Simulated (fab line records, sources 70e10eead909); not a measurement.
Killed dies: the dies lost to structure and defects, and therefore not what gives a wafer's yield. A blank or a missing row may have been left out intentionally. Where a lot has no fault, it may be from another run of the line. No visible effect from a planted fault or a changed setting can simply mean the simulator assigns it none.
Matching of chambers / flow nandHarc / 3 sister chambers for NHARC_A_STAIRCASE_DEP_280 on pecvd-02
The step deposits SiON, target thk 30 nm. 6 wafers are shown with their chamber, then 9 later ones without.

WAFERS WITH THEIR CHAMBER
wafer=L086.4; chamber=0; showerheadVppV (V)=1082; heaterPowerW (W)=682
wafer=L089.2; chamber=0; showerheadVppV (V)=1060; heaterPowerW (W)=708
wafer=L089.5; chamber=1; showerheadVppV (V)=1081; heaterPowerW (W)=849
wafer=L088.1; chamber=2; showerheadVppV (V)=1157; heaterPowerW (W)=705
wafer=L088.4; chamber=2; showerheadVppV (V)=1172; heaterPowerW (W)=690
wafer=L088.6; chamber=1; showerheadVppV (V)=1091; heaterPowerW (W)=897

WAFERS WITH NO CHAMBER GIVEN
wafer=L091.1; showerheadVppV (V)=1170; heaterPowerW (W)=685
wafer=L091.3; showerheadVppV (V)=1078; heaterPowerW (W)=774
wafer=L091.4; showerheadVppV (V)=1075; heaterPowerW (W)=647
wafer=L092.2; showerheadVppV (V)=1083; heaterPowerW (W)=628
wafer=L092.3; showerheadVppV (V)=1151; heaterPowerW (W)=657
wafer=L092.4; showerheadVppV (V)=1093; heaterPowerW (W)=625
wafer=L094.1; showerheadVppV (V)=1154; heaterPowerW (W)=598
wafer=L094.4; showerheadVppV (V)=1081; heaterPowerW (W)=798
wafer=L094.6; showerheadVppV (V)=1151; heaterPowerW (W)=605

EACH ONE'S CHAMBER
wafer=L091.1; from the rows above=2; in truth=2
wafer=L091.3; from the rows above=can't be placed: 0 or 1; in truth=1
wafer=L091.4; from the rows above=0; in truth=0
wafer=L092.2; from the rows above=0; in truth=0
wafer=L092.3; from the rows above=2; in truth=2
wafer=L092.4; from the rows above=0; in truth=0
wafer=L094.1; from the rows above=2; in truth=2
wafer=L094.4; from the rows above=can't be placed: 1 or 0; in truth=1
wafer=L094.6; from the rows above=2; in truth=2
7 of 9 placed correctly. Not placeable from these rows: 2 (in 2, the candidates include the true chamber). Placed wrongly: 0.
How it was worked out, from the rows above alone: a wafer's distance from a chamber is the root of the sum, over the readings, of the square of ((its reading less the chamber's mean) divided by the reading's scatter). The wafer belongs to the nearest chamber; if the next one is less than 2 further off, it can't be placed. For every chamber, the mean is computed from those of its wafers that are shown. How the scatter is found: for the shown wafers, subtract from each reading the mean of its chamber, square and add these, divide the total by (wafers less chambers), then take the root.
